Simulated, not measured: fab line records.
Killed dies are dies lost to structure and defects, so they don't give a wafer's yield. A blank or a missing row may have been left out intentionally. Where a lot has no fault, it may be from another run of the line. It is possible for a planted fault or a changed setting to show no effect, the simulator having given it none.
Problem report, 8D (eight disciplines) form, completed by code || flow nand harc || the parts of the form that need people (team, actions taken, sign-off) are left out

## 1. THE ISSUE
At NHARC_A_ONON_D2_THK_MEAS_14, thk nm averages 734 nm over 3 wafers from 3 lots, while fault-free wafers read 1002 nm, standard deviation 10. That puts it -27 standard deviations away from the usual mean.
The step: measures by ellipsometry.
First observed at day 14 14:37: wafer L233.2, on film metro-01. At this step, 42 wafers from 15 lots have a number in the record. The rule behind "out" and "out of limits": a value lying over 4 standard deviations away from the usual mean. The other wafers with a number count as sound.

## 2. WHAT IT IS AND WHAT IT IS NOT
{"question": "which readings at this step", "is": "thk nm", "is not": "-"}
{"question": "which lots", "is": "L233, L235, L237", "is not": "L227, L228, L240, L241, L242, L243, L244, L245, L246, L247, L248, L249"}
{"question": "which wafers of those lots", "is": "L233.2, L235.4, L237.2", "is not": "L233.6, L235.1, L237.6"}
{"question": "read on which gauges", "is": "film metro-01, film metro-02", "is not": "-"}
{"question": "when", "is": "from day 14 14:37", "is not": "up to then (7 sound wafers); but 32 sound wafers of L235, L237, L240, L241, L242, L243, L244, L245, L246, L247, L248, L249 came after"}

## 3. SUSPECTS, AND WHAT RULES EACH OUT
Counting: a tool at a process step up to the reading stays a suspect if it ran every lot that is out. Sound lots after the first of them don't rule it out here, since some wafers of a struck lot are sound.
- the gauge at NHARC_A_ONON_D2_THK_MEAS_14: ruled out. 2 gauges (film metro-01, film metro-02) read the wafers that are out.
- cmp-01 at NHARC_A_DECK1_JOINT_CMP_13 (polishes, target thk 51.023 nm): kept. It processed each lot that is out (first: L233, day 13 11:17); up to then, its last sound lot is L228 (day 11 12:38).
- pecvd onon-02 at NHARC_A_ONON_D2_DEP_12 (target thk 1000 nm): kept. It processed each lot that is out (first: L233, day 14 14:09); up to then, its last sound lot is L228 (day 12 16:14).
What counting leaves: cmp-01 at NHARC_A_DECK1_JOINT_CMP_13 and pecvd onon-02 at NHARC_A_ONON_D2_DEP_12.

## 4. THE CAUSE (what the simulator had put in)
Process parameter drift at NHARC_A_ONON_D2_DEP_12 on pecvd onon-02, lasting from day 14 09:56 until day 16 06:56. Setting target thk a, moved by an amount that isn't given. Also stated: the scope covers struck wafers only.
This tool is one of the 2 suspects left after counting.

## 5. SEQUENCE OF EFFECTS, ordered by route
Each row: a reading whose mean over the struck wafers that have a number lies more than 3 standard deviations from the usual. Only readings whose record carries a usual standard deviation are examined. hours: median over the lots of the time between each lot's start at the first step of this table that gives one and its start at this step. sigmas: the change, counted in usual standard deviations.
{"hours": 0, "step": "NHARC_A_ONON_D2_THK_MEAS_14", "reading": "thk nm", "usual": "1002 nm", "on struck wafers": 734, "change": -268, "sigmas": -27}

## 6. WHAT WOULD HAVE CAUGHT IT SOONER
The first out-of-limits reading at a measuring or inspecting step in this record came at day 14 14:37, 5 hours after the fault's start at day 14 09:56.
Of the tool readings at NHARC_A_ONON_D2_DEP_12 for which the record gives a usual standard deviation, none was out on any struck wafer, so an alarm limit of 4 standard deviations on them would not have fired.
Among the 3 lots that are out, L235, L237 began NHARC_A_ONON_D2_DEP_12 on pecvd onon-02 after day 14 14:37. A hold on the tool at that time would have spared those 2.
